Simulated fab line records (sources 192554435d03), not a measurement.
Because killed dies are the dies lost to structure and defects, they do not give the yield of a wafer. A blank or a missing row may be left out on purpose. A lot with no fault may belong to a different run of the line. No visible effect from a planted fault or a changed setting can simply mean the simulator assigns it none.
Which tool is to blame? | flow n5Finfet | Sampling: 10 lots, 29 wafers, 2 of 1938 route steps

## WHAT EACH GAUGE READ, for each wafer
N5_BEOL_M1_THK_MEAS_53: measures by xrf.
lot  | measured     | on           | M1_THK (nm)
L598 | day 8 07:33  | filmMetro-02 | 38.1 35.0 38.3
L599 | day 8 07:56  | filmMetro-02 | 40.0 40.1
L601 | day 8 10:43  | filmMetro-01 | 35.3 39.8 41.4
L600 | day 8 11:29  | filmMetro-02 | 40.6 39.4 39.1
L602 | day 8 19:10  | filmMetro-01 | 37.1 41.4 39.9
L604 | day 9 09:15  | filmMetro-01 | 39.5 41.1 37.4
L605 | day 9 12:49  | filmMetro-01 | 36.7 37.6 39.3
L614 | day 11 01:46 | filmMetro-01 | 41.1 38.3 38.8
L615 | day 11 03:58 | filmMetro-01 | 36.0 40.7 40.6
L618 | day 11 23:34 | filmMetro-01 | 40.2 41.1 40.7

## WHAT TOOL EACH LOT RAN ON (gives the tool, then ch and the chambers of the sampled wafers, and finally the start)
lot  | N5_BEOL_M1_SURFACE_TREAT_85
L598 | pvdSputter-01, day 8 04:46
L599 | pvdSputter-01, day 8 04:54
L601 | pvdSputter-02, day 8 07:56
L600 | pvdSputter-01, day 8 08:25
L602 | pvdSputter-02, day 8 16:14
L604 | pvdSputter-02, day 9 06:17
L605 | pvdSputter-02, day 9 09:47
L614 | pvdSputter-02, day 10 22:29
L615 | pvdSputter-03, day 11 01:12
L618 | pvdSputter-01, day 11 20:30
- N5_BEOL_M1_SURFACE_TREAT_85

## THE ANSWER, worked out from the rows above alone
Rule: usual is defined by the lots themselves. The widest of any qualifying gaps counts: lots, ordered by their means at a reading, are off when they make up no more than a third of the lots, leave a main group of 4 or more, and stand apart from it by 3 or more times the standard deviation of that group's means. If all means in a main group match to the digits the tables above print for the reading, that group is not used. A lot without any number at a reading at which 4 lots or more have one is off too. Where the step has rows for the other lots, those lots are counted as sound.
No lot is off at any reading shown: from this, nothing can be told.

## WHAT HAD BEEN PUT IN BY THE SIMULATOR
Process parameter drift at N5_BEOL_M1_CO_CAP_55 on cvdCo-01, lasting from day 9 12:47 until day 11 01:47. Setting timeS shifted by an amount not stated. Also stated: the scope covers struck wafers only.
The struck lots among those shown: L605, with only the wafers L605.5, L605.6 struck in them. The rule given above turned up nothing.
